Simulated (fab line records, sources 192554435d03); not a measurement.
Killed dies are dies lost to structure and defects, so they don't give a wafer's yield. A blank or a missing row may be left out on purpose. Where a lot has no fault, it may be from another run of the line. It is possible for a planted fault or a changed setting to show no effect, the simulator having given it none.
fab line records + flow n5Finfet + part 1 of 2: steps 1 to 20 of 29
record:
- lots: 5
- wafers: 15
- lastDay: 15
route steps=1938 shown BEOL_M4@1049
lots that met no fault: from a run of the same line without faults
startH: hours from the record's first day to the start of the lot's first wafer shown + waitH: hours from the lot's prior step to this one + " the same as in the row above + L1.1+2: several wafers, shown together as one row + - either no value or no given start + * or withheld: withheld + < > ~ a bound
route shown NAME@n: a module of which the file shows steps, and the number in the route of the first + usual: the fault-free wafers' mean and standard deviation + same: alike in all rows + chamber/n: place in a boat + sites: the reading at each site + _std_site: standard deviation across them + _edge_site: outer sites' mean less inner sites' + radiusMm: for every site, how far away it sits from the centre of the wafer + mask NAME#n: copy n + behind: the tool/chamber that last shaped the wafer + hold: why the lot was held/for how many hours/how that ended + device: whichever transistor did not switch (one of n, p or np) + end of line: tests run on the same wafers once the route is complete + a step with no rows: only its recipe + killed: count of dies lost to structure and defects at first sort (not the wafer's yield) + map: per-die view of a wafer (x killed, . not killed, _ where there is no die)
set.NAME: the run value of the setting; set.NAME@STEP: its run value at that earlier step + model.NAME: the simulator's own value behind a step, which no gauge read
lots at selected steps of the route; one table per step, one row per wafer
services: from which hour (startH, from the record's first day; less than 0 if before it) a tool's chamber was out of use, for how many hours, and why
== steps ==
step: N5_BEOL_M4_COAT_76
recipe:
- resist: underlayer
- tempC: 205
- timeS: 60
- spinRpm: 1500
- resistThkNm: 5
usual:
- spinSpeedRpm: 1499.8/0.82
same:
- timeS: 60
| lot.wafer | tool          | chamber | startH | waitH | spinSpeedRpm |
|-----------|---------------|---------|--------|-------|--------------|
| L076.1    | lithoTrack-01 | 0       | -      | -     | 1502.0       |
| L076.3    | "             | 0       | "      | "     | 1500.4       |
| L076.4    | "             | 0       | "      | "     | 1500.1       |
| L084.1    | lithoTrack-02 | 0       | -      | -     | 1499.7       |
| L084.3    | "             | 0       | "      | "     | 1500.8       |
| L084.5    | "             | 0       | "      | "     | 1499.0       |
| L087.2    | lithoTrack-04 | 0       | -      | -     | 1500.2       |
| L087.3    | "             | 0       | "      | "     | 1499.5       |
| L087.4    | "             | 0       | "      | "     | 1500.6       |
| L089.1    | lithoTrack-01 | 0       | -      | -     | 1498.1       |
| L089.3    | "             | 0       | "      | "     | 1500.0       |
| L089.6    | "             | 0       | "      | "     | 1501.1       |
| L092.1    | lithoTrack-02 | 0       | -      | -     | 1498.1       |
| L092.5    | "             | 0       | "      | "     | 1499.7       |
| L092.6    | "             | 0       | "      | "     | 1498.3       |
step: N5_BEOL_M4_COAT_22
recipe:
- resist: CAR-EUV
- spinRpm: 1500
- resistThkNm: 30
usual:
- spinSpeedRpm: 1499.9/0.98
| lot.wafer | tool          | chamber | startH | waitH | spinSpeedRpm |
|-----------|---------------|---------|--------|-------|--------------|
| L076.1    | lithoTrack-01 | 0       | -      | -     | 1498.4       |
| L076.3    | "             | 0       | "      | "     | 1499.1       |
| L076.4    | "             | 0       | "      | "     | 1498.3       |
| L084.1    | lithoTrack-02 | 0       | -      | -     | 1500.9       |
| L084.3    | "             | 0       | "      | "     | 1501.1       |
| L084.5    | "             | 0       | "      | "     | 1500.9       |
| L087.2    | lithoTrack-04 | 0       | -      | -     | 1499.4       |
| L087.3    | "             | 0       | "      | "     | 1502.7       |
| L087.4    | "             | 0       | "      | "     | 1499.8       |
| L089.1    | lithoTrack-01 | 0       | -      | -     | 1501.1       |
| L089.3    | "             | 0       | "      | "     | 1499.9       |
| L089.6    | "             | 0       | "      | "     | 1500.5       |
| L092.1    | lithoTrack-02 | 0       | -      | -     | 1500.2       |
| L092.5    | "             | 0       | "      | "     | 1499.1       |
| L092.6    | "             | 0       | "      | "     | 1501.0       |
step: N5_BEOL_M4_EBR_24
recipe:
- solvent: PGMEA
- ebrWidthMm: 1.5
| lot.wafer  | tool          | chamber | startH | waitH |
|------------|---------------|---------|--------|-------|
| L076.1+3+4 | lithoTrack-01 | 0       | -      | -     |
| L084.1+3+5 | lithoTrack-02 | 0       | -      | -     |
| L087.2+3+4 | lithoTrack-04 | 0       | -      | -     |
| L089.1+3+6 | lithoTrack-01 | 0       | -      | -     |
| L092.1+5+6 | lithoTrack-02 | 0       | -      | -     |
step: N5_BEOL_M4_SOFTBAKE_23
recipe:
- tempC: 110
- timeS: 60
- resist: CAR-EUV
same:
- timeS: 60
| lot.wafer  | tool          | chamber | startH | waitH |
|------------|---------------|---------|--------|-------|
| L076.1+3+4 | lithoTrack-01 | 0       | -      | -     |
| L084.1+3+5 | lithoTrack-02 | 0       | -      | -     |
| L087.2+3+4 | lithoTrack-04 | 0       | -      | -     |
| L089.1+3+6 | lithoTrack-01 | 0       | -      | -     |
| L092.1+5+6 | lithoTrack-02 | 0       | -      | -     |
step: N5_BEOL_M4_EXPOSE_25
recipe:
- maskId: V3
- na: 0.33
- sourceShape: quasar
- sigmaInner: 0.2
- sigmaOuter: 0.8
- polarization: unpolarized
- defocusNm: 5
- doseMj: 63
| lot.wafer  | tool          | chamber | startH | waitH | mask |
|------------|---------------|---------|--------|-------|------|
| L076.1+3+4 | euvScanner-01 | 0       | 173.36 | -     | V3#0 |
| L084.1+3+5 | euvScanner-01 | 0       | 228.06 | -     | V3#0 |
| L087.2+3+4 | euvScanner-02 | 0       | 234.28 | -     | V3#0 |
| L089.1+3+6 | euvScanner-01 | 0       | 247.29 | -     | V3#0 |
| L092.1+5+6 | euvScanner-01 | 0       | 273.17 | -     | V3#0 |
step: N5_BEOL_M4_PEB_26
recipe:
- pebTempC: 100
- pebTimeS: 60
- resist: CAR-EUV
| lot.wafer  | tool          | chamber | startH | waitH |
|------------|---------------|---------|--------|-------|
| L076.1+3+4 | lithoTrack-01 | 0       | 173.44 | 0.1   |
| L084.1+3+5 | lithoTrack-04 | 0       | 228.14 | 0.1   |
| L087.2+3+4 | lithoTrack-01 | 0       | 234.35 | 0.1   |
| L089.1+3+6 | lithoTrack-01 | 0       | 247.37 | 0.1   |
| L092.1+5+6 | lithoTrack-01 | 0       | 273.25 | 0.1   |
step: N5_BEOL_M4_DEVELOP_27
recipe:
- developTimeS: 30
- developer: TMAH
- resist: CAR-EUV
- rinseLiquid: surfactantRinse
- dry: airSpin
- devTempC: 23
same:
- developTimeS: 30
| lot.wafer  | tool          | chamber | startH | waitH |
|------------|---------------|---------|--------|-------|
| L076.1+3+4 | lithoTrack-01 | 0       | -      | -     |
| L084.1+3+5 | lithoTrack-04 | 0       | -      | -     |
| L087.2+3+4 | lithoTrack-01 | 0       | -      | -     |
| L089.1+3+6 | lithoTrack-01 | 0       | -      | -     |
| L092.1+5+6 | lithoTrack-01 | 0       | -      | -     |
step: N5_BEOL_M4_CD_MEAS_28
recipe:
- targetCdNm: 26.2
- landingEnergyEv: 500
- detector: seInlens
- targetCdYNm: 24.1
- polarity: opening
usual:
- cdNm: 26.19/0.21
| lot.wafer | tool     | chamber | startH | waitH | cdNm  |
|-----------|----------|---------|--------|-------|-------|
| L076.1    | cdSem-02 | 0       | 173.51 | -     | 26.07 |
| L076.3    | "        | 0       | "      | "     | 26.14 |
| L076.4    | "        | 0       | "      | "     | 26.19 |
| L084.1    | cdSem-02 | 0       | 228.21 | -     | 26.39 |
| L084.3    | "        | 0       | "      | "     | 26.70 |
| L084.5    | "        | 0       | "      | "     | 26.37 |
| L087.2    | cdSem-02 | 0       | 234.42 | -     | 26.16 |
| L087.3    | "        | 0       | "      | "     | 26.01 |
| L087.4    | "        | 0       | "      | "     | 26.21 |
| L089.1    | cdSem-01 | 0       | 247.43 | -     | 26.21 |
| L089.3    | "        | 0       | "      | "     | 26.52 |
| L089.6    | "        | 0       | "      | "     | 26.12 |
| L092.1    | cdSem-02 | 0       | 273.32 | -     | 26.17 |
| L092.5    | "        | 0       | "      | "     | 26.16 |
| L092.6    | "        | 0       | "      | "     | 26.15 |
step: N5_BEOL_M4_OVL_MEAS_29
recipe:
- pointsPerWafer: 522
usual:
- V3_OVL: -0.4/0.69
| lot.wafer | tool       | chamber | startH | waitH | V3_OVL[nm] |
|-----------|------------|---------|--------|-------|------------|
| L076.1    | overlay-02 | 0       | 173.54 | 0.0   | 0.1        |
| L076.3    | "          | 0       | "      | "     | -0.4       |
| L076.4    | "          | 0       | "      | "     | -0.1       |
| L084.1    | overlay-02 | 0       | 228.24 | 0.0   | -1.5       |
| L084.3    | "          | 0       | "      | "     | -0.8       |
| L084.5    | "          | 0       | "      | "     | -1.0       |
| L087.2    | overlay-01 | 0       | 234.45 | 0.0   | 0.2        |
| L087.3    | "          | 0       | "      | "     | 0.2        |
| L087.4    | "          | 0       | "      | "     | 0.4        |
| L089.1    | overlay-01 | 0       | 247.46 | 0.0   | -0.7       |
| L089.3    | "          | 0       | "      | "     | 0.1        |
| L089.6    | "          | 0       | "      | "     | 0.1        |
| L092.1    | overlay-01 | 0       | 273.35 | 0.0   | -0.7       |
| L092.5    | "          | 0       | "      | "     | -0.5       |
| L092.6    | "          | 0       | "      | "     | -1.0       |
step: N5_BEOL_M4_INSPECT_30
recipe:
- mode: adi
- inspectInstrument: brightfield
usual:
- rawDefectCount: 448/110
| lot.wafer | tool             | chamber | startH | waitH | rawDefectCount |
|-----------|------------------|---------|--------|-------|----------------|
| L076.1    | defectInspect-02 | -       | 173.60 | 0.1   | 327            |
| L076.3    | "                | -       | "      | "     | 449            |
| L076.4    | "                | -       | "      | "     | 305            |
| L084.1    | defectInspect-01 | -       | 228.30 | 0.1   | 375            |
| L084.3    | "                | -       | "      | "     | 480            |
| L084.5    | "                | -       | "      | "     | 345            |
| L087.2    | defectInspect-02 | -       | 234.51 | 0.0   | 341            |
| L087.3    | "                | -       | "      | "     | 519            |
| L087.4    | "                | -       | "      | "     | 432            |
| L089.1    | defectInspect-01 | -       | 247.52 | 0.1   | 609            |
| L089.3    | "                | -       | "      | "     | 514            |
| L089.6    | "                | -       | "      | "     | 633            |
| L092.1    | defectInspect-02 | -       | 273.41 | 0.1   | 354            |
| L092.5    | "                | -       | "      | "     | 516            |
| L092.6    | "                | -       | "      | "     | 441            |
step: N5_BEOL_M4_DESCUM_33
recipe:
- chemistry: O2
- timeS: 7
- sourcePowerW: 50
- biasPowerW: 20
- pressureMtorr: 20
- rfFrequencyHz: 2.712e+07
- tempC: 40
- resist: CAR-EUV
- o2FlowSccm: 225
usual:
- drypumpMotorCurrentA: 5.7/0.36
- o2FlowSccm: 225.0/0.65
- oesProductAu: 0.78/0.093
- rfVppV: 243.4/1.2
- showerheadPlenumPTorr: 2.11/0.066
- throttleValvePct: 20.42/0.27
same:
- timeS: 7
| lot.wafer | tool       | chamber | startH | waitH | drypumpMotorCurrentA | o2FlowSccm | oesProductAu | rfHoursCounterH | rfVppV | showerheadPlenumPTorr | throttleValvePct |
|-----------|------------|---------|--------|-------|----------------------|------------|--------------|-----------------|--------|-----------------------|------------------|
| L076.1    | rieDiel-03 | 3       | 173.63 | 0.0   | 5.7                  | 225.5      | 0.81         | 111             | 241.3  | 1.99                  | 19.82            |
| L076.3    | "          | 0       | "      | "     | 5.9                  | 225.3      | 0.74         | 175             | 244.1  | 2.18                  | 20.26            |
| L076.4    | "          | 1       | "      | "     | 5.7                  | 225.6      | 0.87         | 57              | 244.9  | 2.11                  | 20.17            |
| L084.1    | rieDiel-05 | 3       | 228.33 | 0.0   | 6.5                  | 225.8      | 0.99         | 7               | 244.8  | 2.25                  | 20.31            |
| L084.3    | "          | 0       | "      | "     | 5.4                  | 225.6      | 0.75         | 204             | 244.4  | 2.15                  | 20.76            |
| L084.5    | "          | 0       | "      | "     | 5.4                  | 225.6      | 0.74         | -               | 243.0  | 2.15                  | 20.76            |
| L087.2    | rieDiel-01 | 1       | 234.54 | 0.0   | 5.8                  | 225.4      | 0.70         | 223             | 242.2  | 2.07                  | 20.17            |
| L087.3    | "          | 3       | "      | "     | 5.5                  | 225.5      | 0.68         | 237             | 242.6  | 2.07                  | 20.78            |
| L087.4    | "          | 2       | "      | "     | 5.7                  | 225.1      | 0.94         | 7               | 242.8  | 2.06                  | 20.51            |
| L089.1    | rieDiel-03 | 1       | 247.56 | 0.0   | 5.7                  | 224.0      | 0.81         | 87              | 241.9  | 2.10                  | 20.20            |
| L089.3    | "          | 2       | "      | "     | 5.0                  | 225.3      | 0.72         | 203             | 243.1  | 2.09                  | 20.44            |
| L089.6    | "          | 3       | "      | "     | 5.6                  | 225.8      | 0.78         | -               | 241.6  | 1.98                  | 19.89            |
| L092.1    | rieDiel-03 | 0       | 273.44 | 0.0   | 5.9                  | 226.4      | 0.72         | 213             | 243.7  | 2.16                  | 20.32            |
| L092.5    | "          | 2       | "      | "     | 5.0                  | 225.4      | 0.71         | -               | 243.0  | 2.09                  | 20.45            |
| L092.6    | "          | 3       | "      | "     | 5.7                  | 225.6      | 0.76         | -               | 242.7  | 1.98                  | 19.88            |
step: N5_BEOL_M4_ETCH_77
recipe:
- chemistry: N2/H2
- target: underlayer
- targetDepthA: 65
- maskMaterial: CAR-EUV
- timeS: 5.2
- ionEnergyEv: 200
- pressureMtorr: 30
- sourceW: 840
- biasW: 150
- n2FlowSccm: 200
- h2FlowSccm: 200
- ends: cleared
usual:
- drypumpMotorCurrentA: 5.7/0.36
- etchRfOnTimeS: 5.18/0.15
- oesProductAu: 0.67/0.081
- rfVppV: 524.3/2.6
- showerheadPlenumPTorr: 2.56/0.07
- throttleValvePct: 17.87/0.29
| lot.wafer | tool       | chamber | startH | waitH | drypumpMotorCurrentA | etchRfOnTimeS | oesProductAu | rfHoursCounterH | rfVppV | showerheadPlenumPTorr | throttleValvePct |
|-----------|------------|---------|--------|-------|----------------------|---------------|--------------|-----------------|--------|-----------------------|------------------|
| L076.1    | rieDiel-03 | 3       | 173.66 | 0.0   | 5.6                  | 5.04          | 0.70         | 111             | 519.5  | 2.47                  | 17.56            |
| L076.3    | "          | 0       | "      | "     | 5.9                  | 5.38          | 0.64         | 175             | 527.1  | 2.64                  | 17.64            |
| L076.4    | "          | 1       | "      | "     | 5.7                  | 5.13          | 0.73         | 57              | 525.5  | 2.58                  | 17.74            |
| L084.1    | rieDiel-05 | 3       | 228.37 | 0.0   | 6.5                  | 5.02          | 0.84         | 7               | 528.3  | 2.70                  | 17.54            |
| L084.3    | "          | 0       | "      | "     | 5.4                  | 5.08          | 0.64         | 204             | 525.5  | 2.63                  | 18.36            |
| L084.5    | "          | 0       | "      | "     | 5.4                  | 5.07          | 0.63         | -               | 527.0  | 2.63                  | 18.34            |
| L087.2    | rieDiel-01 | 1       | 234.57 | 0.0   | 5.8                  | 5.22          | 0.58         | 223             | 522.2  | 2.51                  | 17.54            |
| L087.3    | "          | 3       | "      | "     | 5.6                  | 5.07          | 0.59         | 237             | 520.7  | 2.51                  | 18.20            |
| L087.4    | "          | 2       | "      | "     | 5.7                  | 4.94          | 0.81         | 7               | 521.6  | 2.50                  | 17.92            |
| L089.1    | rieDiel-03 | 1       | 247.59 | 0.0   | 5.7                  | 5.22          | 0.70         | 87              | 523.3  | 2.57                  | 17.80            |
| L089.3    | "          | 2       | "      | "     | 5.0                  | 5.26          | 0.62         | 203             | 524.6  | 2.54                  | 17.83            |
| L089.6    | "          | 3       | "      | "     | 5.7                  | 5.17          | 0.66         | -               | 521.4  | 2.45                  | 17.58            |
| L092.1    | rieDiel-03 | 0       | 273.47 | 0.0   | 5.9                  | 5.37          | 0.61         | 213             | 527.1  | 2.62                  | 17.73            |
| L092.5    | "          | 2       | "      | "     | 5.0                  | 5.30          | 0.61         | -               | 522.8  | 2.53                  | 17.84            |
| L092.6    | "          | 3       | "      | "     | 5.7                  | 5.09          | 0.67         | -               | 520.8  | 2.45                  | 17.59            |
step: N5_BEOL_M4_ETCH_69
recipe:
- chemistry: CF4
- target: SiARC
- targetDepthA: 156
- maskMaterial: CAR-EUV
- timeS: 26
- ionEnergyEv: 80
- pressureMtorr: 40
- sourceW: 545
- biasW: 36
- Ar_flow_sccm: 100
- cf4FlowSccm: 100
- ends: cleared
usual:
- drypumpMotorCurrentA: 5.7/0.36
- etchRfOnTimeS: 26.1/0.76
- oesProductAu: 0.67/0.08
- rfVppV: 184.3/1.2
- showerheadPlenumPTorr: 2.16/0.063
- throttleValvePct: 15.62/0.25
| lot.wafer | tool       | chamber | startH | waitH | drypumpMotorCurrentA | etchRfOnTimeS | oesProductAu | rfHoursCounterH | rfVppV | showerheadPlenumPTorr | throttleValvePct |
|-----------|------------|---------|--------|-------|----------------------|---------------|--------------|-----------------|--------|-----------------------|------------------|
| L076.1    | rieDiel-03 | 3       | 173.68 | 0.0   | 5.6                  | 24.9          | 0.69         | 111             | 182.9  | 2.06                  | 15.24            |
| L076.3    | "          | 0       | "      | "     | 5.9                  | 26.7          | 0.64         | 175             | 186.0  | 2.23                  | 15.54            |
| L076.4    | "          | 1       | "      | "     | 5.7                  | 25.9          | 0.73         | 57              | 184.6  | 2.16                  | 15.38            |
| L084.1    | rieDiel-05 | 3       | 228.39 | 0.0   | 6.5                  | 25.1          | 0.83         | 7               | 186.8  | 2.29                  | 15.38            |
| L084.3    | "          | 0       | "      | "     | 5.4                  | 25.5          | 0.63         | 204             | 184.3  | 2.21                  | 15.97            |
| L084.5    | "          | 0       | "      | "     | 5.4                  | 25.4          | 0.64         | -               | 186.8  | 2.21                  | 15.99            |
| L087.2    | rieDiel-01 | 1       | 234.59 | 0.0   | 5.8                  | 26.6          | 0.59         | 223             | 183.1  | 2.12                  | 15.44            |
| L087.3    | "          | 3       | "      | "     | 5.6                  | 25.9          | 0.59         | 237             | 183.3  | 2.12                  | 16.02            |
| L087.4    | "          | 2       | "      | "     | 5.7                  | 24.9          | 0.81         | 7               | 183.7  | 2.10                  | 15.60            |
| L089.1    | rieDiel-03 | 1       | 247.61 | 0.0   | 5.7                  | 26.1          | 0.69         | 87              | 184.5  | 2.15                  | 15.42            |
| L089.3    | "          | 2       | "      | "     | 5.0                  | 26.6          | 0.61         | 203             | 183.6  | 2.13                  | 15.56            |
| L089.6    | "          | 3       | "      | "     | 5.7                  | 25.2          | 0.68         | -               | 182.8  | 2.06                  | 15.27            |
| L092.1    | rieDiel-03 | 0       | 273.49 | 0.0   | 5.9                  | 26.7          | 0.61         | 213             | 185.3  | 2.22                  | 15.60            |
| L092.5    | "          | 2       | "      | "     | 5.0                  | 26.8          | 0.61         | -               | 184.3  | 2.13                  | 15.59            |
| L092.6    | "          | 3       | "      | "     | 5.7                  | 25.4          | 0.66         | -               | 182.6  | 2.05                  | 15.30            |
step: N5_BEOL_M4_ALD_98
recipe:
- material: SiO2
- targetThkA: 25
- tempC: 100
- aldPrecursorFamily: BDEAS
- aldCoReactant: O2-plasma
- pulseTimeS: 1
- coReactantPulseTimeS: 1
- purgeTimeS: 2
- coReactantPurgeTimeS: 2
- aldCycles: 17
- pressureTorr: 2
usual:
- heaterPowerW: 80/7.2
- precursorPulseHeightRel: 1.001/0.02
same:
- coReactantPulseTimeS: 1
- coReactantPurgeTimeS: 2
- purgeTimeS: 2
| lot.wafer | tool      | chamber | startH | waitH | heaterPowerW | precursorPulseHeightRel |
|-----------|-----------|---------|--------|-------|--------------|-------------------------|
| L076.1    | aldSin-02 | 0       | 174.17 | 0.5   | 74           | 1.015                   |
| L076.3    | "         | 2       | "      | "     | 79           | 1.007                   |
| L076.4    | "         | 1       | "      | "     | 76           | 1.013                   |
| L084.1    | aldSin-02 | 3       | 229.08 | 0.7   | 82           | 1.037                   |
| L084.3    | "         | 1       | "      | "     | 76           | 1.021                   |
| L084.5    | "         | 2       | "      | "     | 79           | 0.994                   |
| L087.2    | aldSin-04 | 0       | 234.67 | 0.1   | 73           | 1.017                   |
| L087.3    | "         | 2       | "      | "     | 97           | 1.009                   |
| L087.4    | "         | 3       | "      | "     | 81           | 0.990                   |
| L089.1    | aldSin-04 | 2       | 247.97 | 0.3   | 97           | 1.000                   |
| L089.3    | "         | 1       | "      | "     | 71           | 0.969                   |
| L089.6    | "         | 1       | "      | "     | 70           | 0.985                   |
| L092.1    | aldSin-03 | 1       | 274.14 | 0.6   | 83           | 1.019                   |
| L092.5    | "         | 2       | "      | "     | 69           | 1.005                   |
| L092.6    | "         | 1       | "      | "     | 82           | 0.990                   |
step: N5_BEOL_M4_ETCHBACK_99
recipe:
- chemistry: CHF3
- target: SiO2
- targetDepthA: 50
- timeS: 10.4
- sourceW: 215
- biasW: 47
- Ar_flow_sccm: 200
- CHF3_flow_sccm: 12
- ionEnergyEv: 100
- pressureMtorr: 30
usual:
- drypumpMotorCurrentA: 5.7/0.34
- oesProductAu: 0.78/0.093
- rfVppV: 241/5.9
- showerheadPlenumPTorr: 2.16/0.068
- throttleValvePct: 17.05/0.26
same:
- timeS: 10.4
| lot.wafer | tool       | chamber | startH | waitH | drypumpMotorCurrentA | oesProductAu | rfHoursCounterH | rfVppV | showerheadPlenumPTorr | throttleValvePct |
|-----------|------------|---------|--------|-------|----------------------|--------------|-----------------|--------|-----------------------|------------------|
| L076.1    | rieDiel-03 | 1       | 180.19 | 6.0   | 5.7                  | 0.85         | 59              | 244    | 2.17                  | 16.80            |
| L076.3    | "          | 2       | "      | "     | 5.0                  | 0.74         | 179             | 241    | 2.14                  | 16.93            |
| L076.4    | "          | 0       | "      | "     | 5.9                  | 0.74         | 177             | 245    | 2.24                  | 16.92            |
| L084.1    | rieDiel-05 | 0       | 232.79 | 3.7   | 5.4                  | 0.74         | 205             | 245    | 2.21                  | 17.42            |
| L084.3    | "          | 2       | "      | "     | 5.2                  | 0.69         | 232             | 250    | 2.21                  | 17.44            |
| L084.5    | "          | 3       | "      | "     | 6.5                  | 0.98         | -               | 248    | 2.32                  | 16.95            |
| L087.2    | rieDiel-01 | 0       | 235.75 | 1.0   | 5.9                  | 0.87         | 35              | 236    | 2.11                  | 16.95            |
| L087.3    | "          | 3       | "      | "     | 5.5                  | 0.69         | 237             | 235    | 2.14                  | 17.49            |
| L087.4    | "          | 1       | "      | "     | 5.7                  | 0.69         | 223             | 245    | 2.12                  | 16.83            |
| L089.1    | rieDiel-01 | 3       | 252.92 | 4.9   | 5.6                  | 0.68         | 243             | 234    | 2.14                  | 17.50            |
| L089.3    | "          | 2       | "      | "     | 5.7                  | 0.93         | 13              | 236    | 2.10                  | 17.06            |
| L089.6    | "          | 0       | "      | "     | 5.9                  | 0.87         | -               | 236    | 2.11                  | 16.97            |
| L092.1    | rieDiel-03 | 0       | 275.18 | 1.0   | 5.9                  | 0.72         | 214             | 245    | 2.23                  | 17.00            |
| L092.5    | "          | 0       | "      | "     | 5.9                  | 0.71         | -               | 245    | 2.22                  | 17.02            |
| L092.6    | "          | 3       | "      | "     | 5.7                  | 0.77         | -               | 231    | 2.05                  | 16.69            |
step: N5_BEOL_M4_ETCH_70
recipe:
- chemistry: N2/H2
- target: SOC
- targetDepthA: 800
- overetchA: 240
- maskMaterial: SiARC
- tempC: 40
- timeS: 130
- ionEnergyEv: 200
- pressureMtorr: 30
- sourceW: 840
- biasW: 150
- n2FlowSccm: 200
- h2FlowSccm: 200
usual:
- drypumpMotorCurrentA: 5.7/0.34
- oesProductAu: 0.57/0.062
- rfVppV: 524.2/2.2
- showerheadPlenumPTorr: 2.55/0.069
- throttleValvePct: 17.82/0.28
same:
- timeS: 130
| lot.wafer | tool       | chamber | startH | waitH | drypumpMotorCurrentA | oesProductAu | rfHoursCounterH | rfVppV | showerheadPlenumPTorr | throttleValvePct |
|-----------|------------|---------|--------|-------|----------------------|--------------|-----------------|--------|-----------------------|------------------|
| L076.1    | rieDiel-03 | 1       | 180.22 | 0.0   | 5.7                  | 0.62         | 59              | 524.1  | 2.58                  | 17.68            |
| L076.3    | "          | 2       | "      | "     | 5.0                  | 0.55         | 179             | 524.6  | 2.55                  | 17.75            |
| L076.4    | "          | 0       | "      | "     | 5.9                  | 0.56         | 177             | 526.7  | 2.64                  | 17.61            |
| L084.1    | rieDiel-05 | 0       | 232.82 | 0.0   | 5.4                  | 0.54         | 205             | 526.0  | 2.63                  | 18.30            |
| L084.3    | "          | 2       | "      | "     | 5.2                  | 0.52         | 232             | 525.1  | 2.63                  | 18.34            |
| L084.5    | "          | 3       | "      | "     | 6.5                  | 0.70         | -               | 528.7  | 2.70                  | 17.50            |
| L087.2    | rieDiel-01 | 0       | 235.79 | 0.0   | 5.9                  | 0.65         | 35              | 523.2  | 2.50                  | 17.80            |
| L087.3    | "          | 3       | "      | "     | 5.6                  | 0.50         | 237             | 522.1  | 2.51                  | 18.16            |
| L087.4    | "          | 1       | "      | "     | 5.8                  | 0.51         | 223             | 522.5  | 2.51                  | 17.50            |
| L089.1    | rieDiel-01 | 3       | 252.95 | 0.0   | 5.5                  | 0.51         | 243             | 523.9  | 2.50                  | 18.14            |
| L089.3    | "          | 2       | "      | "     | 5.7                  | 0.67         | 13              | 523.3  | 2.50                  | 17.88            |
| L089.6    | "          | 0       | "      | "     | 5.9                  | 0.64         | -               | 523.2  | 2.50                  | 17.81            |
| L092.1    | rieDiel-03 | 0       | 275.22 | 0.0   | 5.9                  | 0.53         | 214             | 526.5  | 2.62                  | 17.69            |
| L092.5    | "          | 0       | "      | "     | 5.9                  | 0.54         | -               | 527.2  | 2.62                  | 17.70            |
| L092.6    | "          | 3       | "      | "     | 5.7                  | 0.56         | -               | 521.1  | 2.45                  | 17.55            |
step: N5_BEOL_M4_STRIP_71
recipe:
- chemistry: N2/H2
- tempC: 40
- n2FlowSccm: 200
- h2FlowSccm: 200
- rfFrequencyHz: 6e+07
| lot.wafer  | tool       | chamber | startH | waitH |
|------------|------------|---------|--------|-------|
| L076.1+3+4 | rieDiel-03 | 1,2,0   | 180.31 | 0.0   |
| L084.1+3+5 | rieDiel-05 | 0,2,3   | 232.91 | 0.0   |
| L087.2+3+4 | rieDiel-01 | 0,3,1   | 235.87 | 0.0   |
| L089.1+3+6 | rieDiel-01 | 3,2,0   | 253.04 | 0.0   |
| L092.1+5+6 | rieDiel-03 | 0,0,3   | 275.31 | 0.0   |
step: N5_BEOL_M4_STRIP_78
recipe:
- chemistry: N2/H2
- tempC: 40
- n2FlowSccm: 200
- h2FlowSccm: 200
- rfFrequencyHz: 6e+07
| lot.wafer  | tool       | chamber | startH | waitH |
|------------|------------|---------|--------|-------|
| L076.1+3+4 | rieDiel-03 | 1,2,0   | 180.32 | 0.0   |
| L084.1+3+5 | rieDiel-05 | 0,2,3   | 232.92 | 0.0   |
| L087.2+3+4 | rieDiel-01 | 0,3,1   | 235.88 | 0.0   |
| L089.1+3+6 | rieDiel-01 | 3,2,0   | 253.05 | 0.0   |
| L092.1+5+6 | rieDiel-03 | 0,0,3   | 275.32 | 0.0   |
step: N5_BEOL_M4_VIA_ETCH_34
recipe:
- chemistry: C4F6/O2
- targetDepthA: 694
- maskMaterial: SOC
- pressureMtorr: 15
- ionEnergyEv: 250
- taperDeg: 4
- timeS: 65.9
- sourceW: 350
- biasW: 170
- Ar_flow_sccm: 300
- C4F6_flow_sccm: 10
- O2_flow_sccm: 10
usual:
- drypumpMotorCurrentA: 5.7/0.34
- oesProductAu: 0.78/0.093
- rfVppV: 668/16
- showerheadPlenumPTorr: 2.85/0.087
- throttleValvePct: 30.7/0.33
same:
- timeS: 65.9
| lot.wafer | tool       | chamber | startH | waitH | drypumpMotorCurrentA | oesProductAu | rfHoursCounterH | rfVppV | showerheadPlenumPTorr | throttleValvePct |
|-----------|------------|---------|--------|-------|----------------------|--------------|-----------------|--------|-----------------------|------------------|
| L076.1    | rieDiel-03 | 1       | 180.33 | 0.0   | 5.7                  | 0.85         | 59              | 677    | 2.86                  | 30.4             |
| L076.3    | "          | 2       | "      | "     | 5.0                  | 0.74         | 179             | 667    | 2.83                  | 30.6             |
| L076.4    | "          | 0       | "      | "     | 5.9                  | 0.74         | 177             | 678    | 2.95                  | 30.6             |
| L084.1    | rieDiel-05 | 0       | 232.93 | 0.0   | 5.4                  | 0.74         | 205             | 676    | 2.92                  | 31.2             |
| L084.3    | "          | 2       | "      | "     | 5.2                  | 0.69         | 232             | 692    | 2.92                  | 31.1             |
| L084.5    | "          | 3       | "      | "     | 6.5                  | 0.97         | -               | 684    | 3.05                  | 30.9             |
| L087.2    | rieDiel-01 | 0       | 235.89 | 0.0   | 5.9                  | 0.87         | 35              | 655    | 2.79                  | 30.8             |
| L087.3    | "          | 3       | "      | "     | 5.5                  | 0.69         | 237             | 649    | 2.83                  | 31.1             |
| L087.4    | "          | 1       | "      | "     | 5.8                  | 0.69         | 223             | 674    | 2.80                  | 30.4             |
| L089.1    | rieDiel-01 | 3       | 253.06 | 0.0   | 5.6                  | 0.68         | 243             | 647    | 2.82                  | 31.1             |
| L089.3    | "          | 2       | "      | "     | 5.7                  | 0.91         | 13              | 654    | 2.77                  | 30.7             |
| L089.6    | "          | 0       | "      | "     | 5.9                  | 0.86         | -               | 655    | 2.79                  | 30.8             |
| L092.1    | rieDiel-03 | 0       | 275.33 | 0.0   | 5.9                  | 0.72         | 214             | 677    | 2.93                  | 30.6             |
| L092.5    | "          | 0       | "      | "     | 5.9                  | 0.71         | -               | 677    | 2.93                  | 30.6             |
| L092.6    | "          | 3       | "      | "     | 5.7                  | 0.76         | -               | 642    | 2.71                  | 30.1             |
step: N5_BEOL_M4_STRIP_83
recipe:
- chemistry: C4F6/O2
- resist: SiARC
- rfFrequencyHz: 6e+07
| lot.wafer  | tool       | chamber | startH | waitH |
|------------|------------|---------|--------|-------|
| L076.1+3+4 | rieDiel-03 | 1,2,0   | 180.38 | 0.0   |
| L084.1+3+5 | rieDiel-05 | 0,2,3   | 232.98 | 0.0   |
| L087.2+3+4 | rieDiel-01 | 0,3,1   | 235.94 | 0.0   |
| L089.1+3+6 | rieDiel-01 | 3,2,0   | 253.11 | 0.0   |
| L092.1+5+6 | rieDiel-03 | 0,0,3   | 275.38 | 0.0   |
